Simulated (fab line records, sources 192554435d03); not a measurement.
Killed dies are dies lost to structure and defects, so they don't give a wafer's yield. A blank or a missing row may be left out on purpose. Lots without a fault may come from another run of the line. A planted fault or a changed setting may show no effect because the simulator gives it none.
fab line records | flow n5_finfet
record lots=24 wafers=72 last_day=18
route steps=1938 shown BEOL_M1@799
lots that met no fault: from a run of the same line without faults
start_h: hours from the record's first day to the start of the lot's first wafer shown | wait_h: hours since the lot's step before | " the same as in the row above | L1.1+2: a row that stands for several wafers | - no value, or no start given | * or withheld: withheld | < > ~ a bound
route shown NAME@n: a module of which the file shows steps, and the number in the route of the first | usual: mean/standard deviation of fault-free wafers | same: alike in all rows | chamber/n: place in a boat | sites: the reading at each site | _std_site: their standard deviation | _edge_site: outer sites' mean less inner sites' | radius_mm: how far each site lies from the wafer's centre | mask NAME#n: copy n | behind: the tool/chamber that last shaped the wafer | hold: why the lot was held/for how many hours/how that ended | device: the transistor (n, p or np) that didn't switch | end of line: the same wafers' tests at the end of the route | a step without rows: its recipe alone | killed: dies lost to structure and defects at the first sort, not the wafer's yield | map: a wafer's dies, x killed, . not, _ none there
set.NAME: the setting as run; set.NAME@STEP: as run at that earlier step | model.NAME: the simulator's own value behind a step, which no gauge read
steps of the route over a sample of lots; a table a step, a row a wafer
services: from which hour (start_h, from the record's first day; less than 0 if before it) a tool's chamber was out of use, for how many hours, and why
## steps
# step N5_BEOL_M1_STRIP_36
# recipe chemistry=N2/H2 power_w=450 temp_c=40 pressure_mtorr=20 rf_frequency_hz=6e+07 overash_fraction=0.3 bias_power_w=7 h2_frac=0.5 n2_flow_sccm=200 h2_flow_sccm=200
# usual drypump_motor_current_A=5.8/0.59 h2_flow_sccm=199.9/0.64 oes_product_au=0.76/0.074 rf_vpp_V=59.1/1.4 showerhead_plenum_p_Torr=2.52/0.085 throttle_valve_pct=23.6/0.34
# columns lot.wafer tool chamber start_h wait_h drypump_motor_current_A h2_flow_sccm oes_product_au rf_hours_counter_h rf_vpp_V showerhead_plenum_p_Torr throttle_valve_pct
L074.2 rie_diel-04 0 146.25 0.0 5.9 200.0 0.75 121 58.4 2.36 23.7
L074.5 " 0 " " 5.9 200.3 0.77 - 57.8 2.36 23.6
L074.6 " 3 " " 6.2 201.3 0.73 - 58.7 2.51 23.5
L076.3 rie_diel-02 0 146.46 0.0 5.7 201.3 0.70 211 58.8 2.63 24.4
L076.5 " 0 " " 5.7 200.5 0.71 - 60.1 2.63 24.4
L076.6 " 3 " " 6.6 200.0 0.90 - 60.4 2.46 23.0
L075.1 rie_diel-02 0 149.43 0.0 5.7 199.9 0.70 212 59.7 2.63 24.4
L075.2 " 3 " " 6.6 200.4 0.88 38 60.6 2.46 23.0
L075.6 " 3 " " 6.6 200.4 0.90 - 58.8 2.46 23.0
L077.1 rie_diel-03 1 149.46 0.0 6.3 199.5 0.69 214 58.4 2.62 23.3
L077.3 " 3 " " 5.8 200.0 0.79 86 59.6 2.58 23.6
L077.6 " 0 " " 5.1 200.6 0.70 - 58.9 2.49 23.9
L078.1 rie_diel-04 0 149.52 0.0 5.9 199.9 0.77 122 58.9 2.36 23.6
L078.2 " 3 " " 6.3 201.0 0.73 195 61.8 2.51 23.5
L078.6 " 0 " " 5.9 200.3 0.75 - 55.6 2.36 23.7
L079.1 rie_diel-03 2 154.96 0.0 5.7 199.6 0.73 197 58.1 2.50 23.9
L079.4 " 1 " " 6.3 199.4 0.71 216 59.0 2.62 23.3
L079.5 " 2 " " 5.6 200.5 0.73 - 57.8 2.50 23.8
L080.3 rie_diel-03 3 166.90 0.0 5.8 198.5 0.77 91 58.5 2.58 23.6
L080.4 " 1 " " 6.3 200.8 0.70 220 62.4 2.62 23.3
L080.5 " 1 " " 6.3 200.0 0.68 - 60.2 2.62 23.3
L081.1 rie_diel-02 3 175.41 0.0 6.6 200.6 0.86 46 59.6 2.46 23.0
L081.2 " 0 " " 5.7 200.8 0.70 220 58.7 2.63 24.4
L081.5 " 3 " " 6.6 200.5 0.89 - 59.1 2.46 23.0
L082.2 rie_diel-03 0 178.85 0.0 5.1 200.9 0.70 235 59.0 2.49 24.0
L082.5 " 1 " " 6.3 199.9 0.69 - 60.2 2.61 23.3
L082.6 " 0 " " 5.1 200.5 0.70 - 59.8 2.49 24.0
L083.2 rie_diel-03 0 179.32 0.0 5.1 199.3 0.70 235 59.0 2.49 24.0
L083.4 " 1 " " 6.3 199.4 0.68 224 56.5 2.61 23.3
L083.6 " 1 " " 6.3 199.0 0.69 - 58.9 2.61 23.3
L084.1 rie_diel-04 3 182.08 0.0 6.2 200.6 0.74 204 58.0 2.51 23.5
L084.3 " 0 " " 5.9 200.0 0.75 131 60.2 2.36 23.6
L084.5 " 1 " " 5.3 199.3 0.84 - 60.1 2.46 23.4
L086.3 rie_diel-03 1 211.82 0.0 6.3 200.1 0.70 233 60.1 2.61 23.3
L086.5 " 3 " " 5.8 199.8 0.78 - 60.2 2.57 23.6
L086.6 " 2 " " 5.7 200.9 0.73 - 59.0 2.49 23.9
L088.2 rie_diel-02 2 211.86 0.0 4.7 200.4 0.91 11 58.6 2.59 23.4
L088.3 " 0 " " 5.8 200.2 0.69 232 60.6 2.62 24.4
L088.6 " 0 " " 5.8 200.6 0.69 - 60.0 2.62 24.4
L087.2 rie_diel-02 0 215.10 0.0 5.8 198.9 0.68 233 60.9 2.62 24.4
L087.4 " 2 " " 4.7 200.0 0.93 12 59.3 2.59 23.5
L087.5 " 2 " " 4.6 199.2 0.92 - 59.6 2.59 23.5
L085.3 rie_diel-04 2 215.54 0.0 5.2 199.8 0.73 158 59.3 2.53 23.4
L085.4 " 0 " " 5.9 200.3 0.72 - 56.5 2.35 23.7
L085.5 " 2 " " 5.2 200.9 0.74 - 60.3 2.53 23.4
L090.1 rie_diel-04 3 220.85 0.0 6.2 199.9 0.72 216 61.2 2.50 23.6
L090.2 " 0 " " 5.9 200.7 0.73 143 60.9 2.35 23.7
L090.3 " 2 " " 5.2 200.7 0.74 160 59.8 2.53 23.4
L089.1 rie_diel-02 1 221.59 0.0 6.6 200.0 0.69 214 58.8 2.63 23.9
L089.3 " 2 " " 4.6 200.2 0.92 13 60.2 2.59 23.5
L089.4 " 0 " " 5.8 198.8 0.68 234 59.7 2.62 24.4
L091.2 rie_diel-02 3 228.87 0.0 6.6 200.3 0.84 62 58.9 2.45 23.0
L091.4 " 0 " " 5.8 200.1 0.67 237 58.5 2.62 24.4
L091.6 " 3 " " 6.6 199.6 0.85 - 59.4 2.45 23.1
L092.2 rie_diel-02 2 230.89 0.0 4.6 199.2 0.90 17 59.0 2.59 23.5
L092.4 " 1 " " 6.6 199.3 0.67 218 60.2 2.63 23.9
L092.5 " 1 " " 6.6 200.6 0.68 - 59.7 2.63 23.9
L093.2 rie_diel-04 0 243.82 0.0 5.9 199.6 0.73 151 59.3 2.35 23.7
L093.3 " 3 " " 6.3 200.3 0.72 223 58.8 2.50 23.5
L093.4 " 2 " " 5.2 198.9 0.73 167 59.0 2.52 23.4
L095.4 rie_diel-03 3 249.96 0.0 5.8 199.5 0.76 - 60.8 2.57 23.6
L095.5 " 2 " " 5.6 200.2 0.71 - 61.6 2.49 23.9
L095.6 " 1 " " 6.3 199.9 0.67 - 61.3 2.60 23.3
L094.3 rie_diel-04 1 249.97 0.0 5.3 199.8 0.81 104 57.5 2.45 23.4
L094.4 " 0 " " 5.9 199.9 0.73 152 58.2 2.35 23.7
L094.6 " 2 " " 5.2 199.8 0.73 - 58.1 2.52 23.4
L096.2 rie_diel-04 3 258.39 0.0 6.2 199.6 0.72 226 58.7 2.50 23.6
L096.3 " 2 " " 5.2 199.9 0.72 172 57.0 2.52 23.4
L096.5 " 1 " " 5.3 199.0 0.81 - 58.9 2.45 23.5
L097.1 rie_diel-04 0 279.96 0.0 5.9 200.8 0.72 160 57.1 2.35 23.7
L097.4 " 3 " " 6.2 199.7 0.71 232 57.7 2.49 23.5
L097.5 " 0 " " 5.8 200.6 0.72 - 58.0 2.35 23.7
# step N5_BEOL_M1_SPUTTER_48
# recipe material=Cu target_thk_a=45 temp_c=-20 chamber_pressure_pa=0.07 power_w=withheld time_s=8.29
# usual susceptor_temp_C=-19.98/0.11 throttle_valve_pct=29.9/0.82
# columns lot.wafer tool chamber start_h wait_h susceptor_temp_C throttle_valve_pct
L074.2 pvd_sputter-01 - 147.70 0.1 -20.00 28.3
L074.5 " - " " -19.95 30.2
L074.6 " - " " -19.92 29.4
L076.3 pvd_sputter-02 - 147.84 0.1 -19.89 29.7
L076.5 " - " " -20.01 30.9
L076.6 " - " " -19.98 29.5
L075.1 pvd_sputter-01 - 150.64 0.1 -19.90 29.5
L075.2 " - " " -20.08 29.6
L075.6 " - " " -19.92 29.6
L077.1 pvd_sputter-02 - 150.94 0.1 -20.15 29.2
L077.3 " - " " -19.80 28.9
L077.6 " - " " -19.95 28.7
L078.1 pvd_sputter-01 - 152.58 1.7 -19.84 29.6
L078.2 " - " " -20.04 30.1
L078.6 " - " " -19.91 28.3
L079.1 pvd_sputter-02 - 157.33 1.2 -20.03 28.7
L079.4 " - " " -20.08 29.7
L079.5 " - " " -20.05 28.8
L080.3 pvd_sputter-03 - 170.03 1.5 -20.06 30.7
L080.4 " - " " -20.12 30.9
L080.5 " - " " -20.05 29.8
L081.1 pvd_sputter-02 - 176.74 0.2 -20.21 29.4
L081.2 " - " " -19.96 29.7
L081.5 " - " " -20.06 29.5
L082.2 pvd_sputter-03 - 180.13 0.1 -19.99 30.2
L082.5 " - " " -19.93 30.1
L082.6 " - " " -20.03 30.8
L083.2 pvd_sputter-02 - 182.04 1.6 -19.93 29.4
L083.4 " - " " -19.93 30.8
L083.6 " - " " -19.85 30.8
L084.1 pvd_sputter-01 - 183.65 0.1 -19.84 30.4
L084.3 " - " " -20.19 29.3
L084.5 " - " " -20.10 28.2
L086.3 pvd_sputter-02 - 212.93 0.1 -19.85 29.6
L086.5 " - " " -19.95 30.9
L086.6 " - " " -19.87 29.1
L088.2 pvd_sputter-01 - 213.28 0.2 -19.79 27.9
L088.3 " - " " -19.77 29.6
L088.6 " - " " -19.95 27.8
L087.2 pvd_sputter-03 - 216.68 0.4 -20.16 30.8
L087.4 " - " " -19.98 31.0
L087.5 " - " " -19.83 30.8
L085.3 pvd_sputter-02 - 218.07 1.4 -19.98 29.5
L085.4 " - " " -20.23 30.8
L085.5 " - " " -19.92 29.6
L090.1 pvd_sputter-02 - 221.93 0.1 -19.91 28.8
L090.2 " - " " -19.90 29.5
L090.3 " - " " -20.15 29.7
L089.1 pvd_sputter-03 - 223.31 0.1 -19.92 30.0
L089.3 " - " " -19.90 30.7
L089.4 " - " " -20.05 31.0
L091.2 pvd_sputter-02 - 230.40 0.6 -19.90 29.9
L091.4 " - " " -20.08 28.6
L091.6 " - " " -19.82 28.9
L092.2 pvd_sputter-02 - 233.40 0.4 -20.05 29.9
L092.4 " - " " -20.06 29.6
L092.5 " - " " -19.88 30.8
L093.2 pvd_sputter-02 - 246.53 0.2 -19.81 29.6
L093.3 " - " " -19.94 30.6
L093.4 " - " " -20.13 29.2
L095.4 pvd_sputter-03 - 251.01 0.1 -20.17 30.0
L095.5 " - " " -19.92 30.9
L095.6 " - " " -19.98 30.0
L094.3 pvd_sputter-02 - 251.05 0.1 -20.00 28.8
L094.4 " - " " -19.88 30.6
L094.6 " - " " -20.14 29.8
L096.2 pvd_sputter-01 - 259.81 0.2 -19.99 29.6
L096.3 " - " " -20.10 30.1
L096.5 " - " " -20.15 29.5
L097.1 pvd_sputter-03 - 280.98 0.2 -20.11 31.0
L097.4 " - " " -20.03 30.8
L097.5 " - " " -19.85 30.9
# step N5_BEOL_M1_SPUTTER_86
# recipe material=Cu target_thk_a=45 temp_c=-20 chamber_pressure_pa=0.07 power_w=withheld time_s=8.29
# usual susceptor_temp_C=-19.99/0.097 throttle_valve_pct=29.8/0.81
# columns lot.wafer tool chamber start_h wait_h susceptor_temp_C throttle_valve_pct
L074.2 pvd_sputter-01 - 148.36 0.1 -19.93 28.2
L074.5 " - " " -20.09 30.2
L074.6 " - " " -20.03 29.4
L076.3 pvd_sputter-02 - 148.50 0.1 -20.06 29.7
L076.5 " - " " -20.19 30.7
L076.6 " - " " -19.89 29.6
L075.1 pvd_sputter-01 - 151.30 0.1 -19.94 29.4
L075.2 " - " " -19.96 29.4
L075.6 " - " " -20.06 29.9
L077.1 pvd_sputter-02 - 151.60 0.1 -20.01 29.5
L077.3 " - " " -19.85 29.2
L077.6 " - " " -19.95 28.7
L078.1 pvd_sputter-01 - 153.24 0.1 -20.05 29.5
L078.2 " - " " -19.84 30.3
L078.6 " - " " -19.93 28.2
L079.1 pvd_sputter-02 - 157.99 0.1 -20.07 29.0
L079.4 " - " " -19.95 29.3
L079.5 " - " " -20.11 28.9
L080.3 pvd_sputter-03 - 170.69 0.1 -20.10 30.6
L080.4 " - " " -20.02 30.7
L080.5 " - " " -19.85 30.1
L081.1 pvd_sputter-02 - 177.40 0.1 -19.93 29.5
L081.2 " - " " -19.98 29.6
L081.5 " - " " -20.00 29.3
L082.2 pvd_sputter-03 - 180.79 0.1 -19.96 30.1
L082.5 " - " " -20.17 30.2
L082.6 " - " " -19.96 30.7
L083.2 pvd_sputter-02 - 182.70 0.1 -20.01 29.4
L083.4 " - " " -19.99 30.8
L083.6 " - " " -19.91 30.8
L084.1 pvd_sputter-01 - 184.31 0.1 -20.03 30.5
L084.3 " - " " -20.11 29.6
L084.5 " - " " -20.10 28.1
L086.3 pvd_sputter-02 - 213.59 0.1 -20.02 29.6
L086.5 " - " " -19.92 30.8
L086.6 " - " " -20.02 29.7
L088.2 pvd_sputter-01 - 213.94 0.1 -19.96 27.8
L088.3 " - " " -20.14 29.5
L088.6 " - " " -19.95 28.1
L087.2 pvd_sputter-03 - 217.34 0.1 -20.06 31.0
L087.4 " - " " -19.74 30.7
L087.5 " - " " -20.16 30.9
L085.3 pvd_sputter-02 - 218.73 0.1 -19.92 29.4
L085.4 " - " " -19.84 30.6
L085.5 " - " " -20.02 29.3
L090.1 pvd_sputter-02 - 222.59 0.1 -20.08 28.7
L090.2 " - " " -19.91 29.4
L090.3 " - " " -19.98 29.7
L089.1 pvd_sputter-03 - 223.97 0.1 -19.93 30.2
L089.3 " - " " -20.00 30.6
L089.4 " - " " -19.92 31.0
L091.2 pvd_sputter-02 - 231.06 0.1 -20.00 29.8
L091.4 " - " " -20.06 29.0
L091.6 " - " " -20.05 29.2
L092.2 pvd_sputter-02 - 234.06 0.1 -20.08 29.8
L092.4 " - " " -20.01 29.5
L092.5 " - " " -20.05 30.7
L093.2 pvd_sputter-02 - 247.19 0.1 -19.92 30.0
L093.3 " - " " -20.12 30.5
L093.4 " - " " -19.95 29.6
L095.4 pvd_sputter-03 - 251.67 0.1 -20.03 30.3
L095.5 " - " " -20.01 30.8
L095.6 " - " " -20.06 30.2
L094.3 pvd_sputter-02 - 251.71 0.1 -19.99 28.8
L094.4 " - " " -19.89 30.4
L094.6 " - " " -19.93 29.8
L096.2 pvd_sputter-01 - 260.47 0.1 -20.01 29.6
L096.3 " - " " -19.95 30.0
L096.5 " - " " -20.00 29.6
L097.1 pvd_sputter-03 - 281.64 0.1 -19.92 30.9
L097.4 " - " " -20.16 30.7
L097.5 " - " " -20.00 30.9
# step N5_BEOL_M1_ANNEAL_91
# recipe temp_c=400 time_s=240 ambient=vacuum
# usual heater_power_w=837/58 susceptor_temp_C=400.03/0.2
# columns lot.wafer tool chamber start_h wait_h heater_power_w susceptor_temp_C
L074.2 pvd_sputter-01 - 148.88 0.0 887 400.05
L074.5 " - " " 777 400.19
L074.6 " - " " 808 400.21
L076.3 pvd_sputter-02 - 149.02 0.0 826 400.00
L076.5 " - " " 919 400.15
L076.6 " - " " 814 399.69
L075.1 pvd_sputter-01 - 151.82 0.0 801 400.12
L075.2 " - " " 826 399.73
L075.6 " - " " 783 400.38
L077.1 pvd_sputter-02 - 152.12 0.0 819 400.30
L077.3 " - " " 862 400.18
L077.6 " - " " 861 400.20
L078.1 pvd_sputter-01 - 153.76 0.0 787 399.76
L078.2 " - " " 793 399.86
L078.6 " - " " 864 400.39
L079.1 pvd_sputter-02 - 158.51 0.0 839 400.17
L079.4 " - " " 812 400.23
L079.5 " - " " 859 399.83
L080.3 pvd_sputter-03 - 171.21 0.0 740 399.89
L080.4 " - " " 764 400.08
L080.5 " - " " 799 399.83
L081.1 pvd_sputter-02 - 177.92 0.0 810 400.14
L081.2 " - " " 840 400.21
L081.5 " - " " 837 400.01
L082.2 pvd_sputter-03 - 181.31 0.0 800 399.73
L082.5 " - " " 789 400.28
L082.6 " - " " 733 400.36
L083.2 pvd_sputter-02 - 183.22 0.0 833 400.30
L083.4 " - " " 924 399.60
L083.6 " - " " 930 399.96
L084.1 pvd_sputter-01 - 184.83 0.0 789 400.23
L084.3 " - " " 774 399.92
L084.5 " - " " 842 400.02
L086.3 pvd_sputter-02 - 214.11 0.0 819 399.89
L086.5 " - " " 927 399.83
L086.6 " - " " 813 399.87
L088.2 pvd_sputter-01 - 214.46 0.0 884 399.71
L088.3 " - " " 803 399.71
L088.6 " - " " 875 399.98
L087.2 pvd_sputter-03 - 217.86 0.0 765 399.94
L087.4 " - " " 787 400.24
L087.5 " - " " 934 400.28
L085.3 pvd_sputter-02 - 219.25 0.0 833 400.27
L085.4 " - " " 949 400.30
L085.5 " - " " 806 400.23
L090.1 pvd_sputter-02 - 223.11 0.0 867 400.10
L090.2 " - " " 816 400.11
L090.3 " - " " 817 400.05
L089.1 pvd_sputter-03 - 224.49 0.0 799 400.11
L089.3 " - " " 783 400.57
L089.4 " - " " 957 400.15
L091.2 pvd_sputter-02 - 231.58 0.0 838 399.71
L091.4 " - " " 833 399.84
L091.6 " - " " 874 399.86
L092.2 pvd_sputter-02 - 234.58 0.0 839 399.87
L092.4 " - " " 828 400.26
L092.5 " - " " 936 399.65
L093.2 pvd_sputter-02 - 247.71 0.0 824 400.13
L093.3 " - " " 913 399.97
L093.4 " - " " 815 400.02
L095.4 pvd_sputter-03 - 252.19 0.0 812 399.93
L095.5 " - " " 736 400.02
L095.6 " - " " 788 399.78
L094.3 pvd_sputter-02 - 252.23 0.0 860 400.30
L094.4 " - " " 927 400.06
L094.6 " - " " 825 399.99
L096.2 pvd_sputter-01 - 260.99 0.0 786 399.81
L096.3 " - " " 794 399.87
L096.5 " - " " 806 400.06
L097.1 pvd_sputter-03 - 282.16 0.0 934 400.31
L097.4 " - " " 787 399.86
L097.5 " - " " 736 400.19
# step N5_BEOL_M1_SPUTTER_94
# recipe material=Cu target_thk_a=45 temp_c=-20 chamber_pressure_pa=0.07 power_w=withheld time_s=8.29
# usual susceptor_temp_C=-19.99/0.11 throttle_valve_pct=29.9/0.81
# columns lot.wafer tool chamber start_h wait_h susceptor_temp_C throttle_valve_pct
L074.2 pvd_sputter-01 - 149.24 0.1 -20.12 28.2
L074.5 " - " " -20.11 30.1
L074.6 " - " " -19.98 29.3
L076.3 pvd_sputter-02 - 149.38 0.1 -19.96 29.7
L076.5 " - " " -20.12 30.7
L076.6 " - " " -20.03 29.8
L075.1 pvd_sputter-01 - 152.18 0.1 -20.00 29.5
L075.2 " - " " -19.98 29.3
L075.6 " - " " -20.01 29.9
L077.1 pvd_sputter-02 - 152.48 0.1 -19.85 29.7
L077.3 " - " " -19.78 28.9
L077.6 " - " " -20.08 28.9
L078.1 pvd_sputter-01 - 154.12 0.1 -20.02 29.5
L078.2 " - " " -20.11 30.3
L078.6 " - " " -19.88 28.0
L079.1 pvd_sputter-02 - 158.87 0.1 -20.27 28.8
L079.4 " - " " -19.86 29.5
L079.5 " - " " -19.91 29.0
L080.3 pvd_sputter-03 - 171.57 0.1 -20.08 30.8
L080.4 " - " " -20.10 30.9
L080.5 " - " " -19.94 30.3
L081.1 pvd_sputter-02 - 178.28 0.1 -20.08 29.4
L081.2 " - " " -20.01 29.9
L081.5 " - " " -20.05 29.6
L082.2 pvd_sputter-03 - 181.67 0.1 -20.08 30.2
L082.5 " - " " -20.14 30.1
L082.6 " - " " -20.04 30.9
L083.2 pvd_sputter-02 - 183.58 0.1 -20.11 29.4
L083.4 " - " " -19.88 30.9
L083.6 " - " " -20.08 30.6
L084.1 pvd_sputter-01 - 185.19 0.1 -20.01 30.3
L084.3 " - " " -20.03 29.7
L084.5 " - " " -19.82 28.5
L086.3 pvd_sputter-02 - 214.47 0.1 -20.03 29.3
L086.5 " - " " -20.07 30.6
L086.6 " - " " -19.94 29.4
L088.2 pvd_sputter-01 - 214.82 0.1 -19.96 28.3
L088.3 " - " " -20.02 29.3
L088.6 " - " " -19.75 28.0
L087.2 pvd_sputter-03 - 218.22 0.1 -19.92 30.9
L087.4 " - " " -19.92 30.6
L087.5 " - " " -20.02 30.9
L085.3 pvd_sputter-02 - 219.61 0.1 -20.00 29.4
L085.4 " - " " -19.92 30.9
L085.5 " - " " -19.96 29.5
L090.1 pvd_sputter-02 - 223.47 0.1 -20.05 28.8
L090.2 " - " " -20.01 29.4
L090.3 " - " " -20.11 29.7
L089.1 pvd_sputter-03 - 224.85 0.1 -19.83 30.0
L089.3 " - " " -19.98 30.9
L089.4 " - " " -19.92 31.2
L091.2 pvd_sputter-02 - 231.94 0.1 -19.95 29.7
L091.4 " - " " -19.86 28.8
L091.6 " - " " -20.06 28.8
L092.2 pvd_sputter-02 - 234.94 0.1 -20.07 29.9
L092.4 " - " " -20.13 29.4
L092.5 " - " " -20.06 30.8
L093.2 pvd_sputter-02 - 248.07 0.1 -19.94 29.8
L093.3 " - " " -20.02 30.8
L093.4 " - " " -19.96 29.5
L095.4 pvd_sputter-03 - 252.55 0.1 -19.95 30.0
L095.5 " - " " -20.15 30.9
L095.6 " - " " -19.91 30.0
L094.3 pvd_sputter-02 - 252.59 0.1 -20.13 29.1
L094.4 " - " " -20.02 30.6
L094.6 " - " " -19.89 29.9
L096.2 pvd_sputter-01 - 261.35 0.1 -19.76 29.6
L096.3 " - " " -20.01 30.6
L096.5 " - " " -20.15 29.7
L097.1 pvd_sputter-03 - 282.55 0.1 -19.99 31.1
L097.4 " - " " -19.98 30.5
L097.5 " - " " -19.91 30.9
# step N5_BEOL_M1_PRE_CLEAN_60
# recipe gas=NH3/H2 time_s=15 temp_c=* rf_power_w=300
# usual heater_power_w=85/13 rf_fwd_power_W=296.7/1.2 susceptor_temp_C=*
# columns lot.wafer tool chamber start_h wait_h heater_power_w rf_fwd_power_W susceptor_temp_C
L074.2 cvd_co-02 1 150.29 0.0 68 299.2 *
L074.5 " 1 " " 66 297.5 *
L074.6 " 0 " " 92 296.7 *
L076.3 cvd_co-01 2 150.62 0.1 72 297.0 *
L076.5 " 2 " " 70 296.6 *
L076.6 " 1 " " 92 297.2 *
L075.1 cvd_co-01 2 153.22 0.0 70 297.0 *
L075.2 " 1 " " 96 295.8 *
L075.6 " 2 " " 71 297.0 *
L077.1 cvd_co-01 2 153.63 0.1 73 297.3 *
L077.3 " 1 " " 96 295.9 *
L077.6 " 1 " " 94 295.9 *
L078.1 cvd_co-02 0 155.73 0.0 92 296.5 *
L078.2 " 2 " " 105 295.5 *
L078.6 " 1 " " 68 296.9 *
L079.1 cvd_co-01 1 159.92 0.0 95 294.2 *
L079.4 " 0 " " 82 296.1 *
L079.5 " 2 " " 71 296.8 *
L080.3 cvd_co-02 0 172.62 0.0 92 296.2 *
L080.4 " 2 " " 103 296.8 *
L080.5 " 0 " " 93 295.3 *
L081.1 cvd_co-01 1 179.33 0.0 97 294.5 *
L081.2 " 2 " " 72 295.7 *
L081.5 " 2 " " 71 295.7 *
L082.2 cvd_co-02 1 182.78 0.0 67 298.4 *
L082.5 " 0 " " 90 298.3 *
L082.6 " 1 " " 67 298.5 *
L083.2 cvd_co-01 2 184.68 0.0 71 297.3 *
L083.4 " 0 " " 81 298.9 *
L083.6 " 1 " " 95 296.6 *
L084.1 cvd_co-01 1 186.37 0.1 96 296.8 *
L084.3 " 2 " " 69 297.2 *
L084.5 " 0 " " 80 295.8 *
L086.3 cvd_co-01 1 215.52 0.0 95 296.9 *
L086.5 " 0 " " 82 298.2 *
L086.6 " 2 " " 72 298.6 *
L088.2 cvd_co-02 0 215.95 0.0 92 297.2 *
L088.3 " 1 " " 66 298.9 *
L088.6 " 0 " " 95 297.8 *
L087.2 cvd_co-01 0 219.28 0.0 82 295.3 *
L087.4 " 0 " " 82 296.2 *
L087.5 " 2 " " 72 296.2 *
L085.3 cvd_co-02 2 220.91 0.0 103 296.5 *
L085.4 " 0 " " 93 296.7 *
L085.5 " 2 " " 103 294.4 *
L090.1 cvd_co-02 2 224.51 0.0 103 296.4 *
L090.2 " 1 " " 67 299.5 *
L090.3 " 0 " " 93 295.8 *
L089.1 cvd_co-01 0 225.90 0.0 79 298.5 *
L089.3 " 2 " " 72 296.9 *
L089.4 " 1 " " 96 294.7 *
L091.2 cvd_co-02 2 233.06 0.1 103 296.5 *
L091.4 " 1 " " 67 298.4 *
L091.6 " 0 " " 93 296.1 *
L092.2 cvd_co-02 2 236.20 0.3 102 294.5 *
L092.4 " 1 " " 67 297.8 *
L092.5 " 2 " " 104 296.0 *
L093.2 cvd_co-02 1 249.21 0.0 64 298.0 *
L093.3 " 0 " " 93 296.8 *
L093.4 " 1 " " 67 298.0 *
L095.4 cvd_co-02 2 253.62 0.1 102 295.7 *
L095.5 " 0 " " 95 297.1 *
L095.6 " 1 " " 66 296.4 *
L094.3 cvd_co-01 2 253.83 0.0 73 296.5 *
L094.4 " 2 " " 74 296.7 *
L094.6 " 0 " " 81 296.0 *
L096.2 cvd_co-01 2 262.41 0.0 74 296.6 *
L096.3 " 0 " " 81 297.4 *
L096.5 " 2 " " 74 295.6 *
L097.1 cvd_co-02 0 285.18 0.0 94 297.5 *
L097.4 " 0 " " 94 296.5 *
L097.5 " 1 " " 67 298.2 *
## services
# columns tool chamber start_h hours kind
cvd_co-02 - 126.75 1.3 repair
rie_diel-03 3 133.54 12.3 repair
rie_diel-02 2 139.95 - clean
rie_diel-02 2 139.95 - consumable_replace:focus_ring
rie_diel-02 2 139.95 34.7 scheduled_down
rie_diel-02 2 139.95 34.7 vent_cycle
rie_diel-03 2 143.43 10.1 repair
pvd_sputter-01 - 156.15 13.6 repair
cvd_co-01 1 188.51 12.3 repair
cvd_co-02 - 190.66 2.2 repair
cvd_co-01 - 201.68 5.6 repair
rie_diel-04 1 209.51 16.5 repair
rie_diel-02 0 238.33 5.8 repair
rie_diel-03 0 241.10 - clean
rie_diel-03 0 241.10 - consumable_replace:focus_ring
rie_diel-03 0 241.10 13.3 scheduled_down
rie_diel-03 0 241.10 13.3 vent_cycle
cvd_co-02 0 260.36 15.9 repair
rie_diel-03 1 264.73 - clean
rie_diel-03 - 271.55 14.6 pm
rie_diel-02 0 274.53 - clean
rie_diel-02 0 274.53 - consumable_replace:focus_ring
rie_diel-02 0 274.53 14.8 scheduled_down
rie_diel-02 0 274.53 14.8 vent_cycle
## key
fault none
